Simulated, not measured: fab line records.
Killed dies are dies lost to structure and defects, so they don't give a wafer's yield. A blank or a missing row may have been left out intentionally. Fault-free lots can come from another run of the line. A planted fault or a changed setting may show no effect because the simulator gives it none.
Matching of chambers / flow nand-harc / NHARC_A_CHANNEL_FILL_D2_ALD_14 on ald-hk-03: 4 sister chambers
The step deposits SiO2, target thk 2.5 nm, pulse time 10 s, ald cycles 25. 8 wafers are shown with their chamber, then 10 later ones without.

## EACH WAFER AND ITS CHAMBER
wafer=L082.1; chamber=2; heater-power-w (W)=416; precursor-pulse-height-rel=0.976
wafer=L082.5; chamber=1; heater-power-w (W)=420; precursor-pulse-height-rel=1.006
wafer=L088.4; chamber=2; heater-power-w (W)=416; precursor-pulse-height-rel=0.972
wafer=L088.6; chamber=1; heater-power-w (W)=430; precursor-pulse-height-rel=0.994
wafer=L091.3; chamber=3; heater-power-w (W)=423; precursor-pulse-height-rel=1.007
wafer=L091.6; chamber=0; heater-power-w (W)=495; precursor-pulse-height-rel=1.030
wafer=L092.3; chamber=3; heater-power-w (W)=428; precursor-pulse-height-rel=1.004
wafer=L092.4; chamber=0; heater-power-w (W)=479; precursor-pulse-height-rel=0.987

## WAFERS WITHOUT THEIR CHAMBER
wafer=L092.5; heater-power-w (W)=492; precursor-pulse-height-rel=1.032
wafer=L092.1; heater-power-w (W)=407; precursor-pulse-height-rel=0.986
wafer=L092.2; heater-power-w (W)=437; precursor-pulse-height-rel=0.968
wafer=L092.6; heater-power-w (W)=435; precursor-pulse-height-rel=0.998
wafer=L096.1; heater-power-w (W)=415; precursor-pulse-height-rel=0.987
wafer=L096.3; heater-power-w (W)=429; precursor-pulse-height-rel=0.998
wafer=L096.5; heater-power-w (W)=431; precursor-pulse-height-rel=0.968
wafer=L097.2; heater-power-w (W)=496; precursor-pulse-height-rel=1.013
wafer=L097.3; heater-power-w (W)=416; precursor-pulse-height-rel=1.000
wafer=L097.4; heater-power-w (W)=411; precursor-pulse-height-rel=1.025

## THE CHAMBER EACH PASSED THROUGH
wafer=L092.5; from the rows above=0; in truth=0
wafer=L092.1; from the rows above=can't be placed: 2 or 1 or 3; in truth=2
wafer=L092.2; from the rows above=can't be placed: 1 or 3 or 2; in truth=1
wafer=L092.6; from the rows above=can't be placed: 1 or 3 or 2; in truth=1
wafer=L096.1; from the rows above=can't be placed: 2 or 1 or 3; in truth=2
wafer=L096.3; from the rows above=can't be placed: 1 or 3 or 2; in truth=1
wafer=L096.5; from the rows above=can't be placed: 1 or 2 or 3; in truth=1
wafer=L097.2; from the rows above=0; in truth=0
wafer=L097.3; from the rows above=can't be placed: 1 or 3 or 2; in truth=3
wafer=L097.4; from the rows above=can't be placed: 3 or 1 or 2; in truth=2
Correct placement for 2 of the 10. Unplaceable from these rows: 8, with the true chamber sitting among the candidates in 8. Wrongly placed: 0.
How it was worked out, from the rows above alone: a wafer's distance from a chamber is the root of the sum, over the readings, of the square of ((its reading less the chamber's mean) divided by the reading's scatter). If the next closest chamber is less than 2 further off than the closest, the wafer can't be placed; otherwise it belongs to the closest. A chamber's mean is the mean of its shown wafers. How the scatter is found: for the shown wafers, subtract from each reading the mean of its chamber, square and add these, divide the total by (wafers less chambers), then take the root.
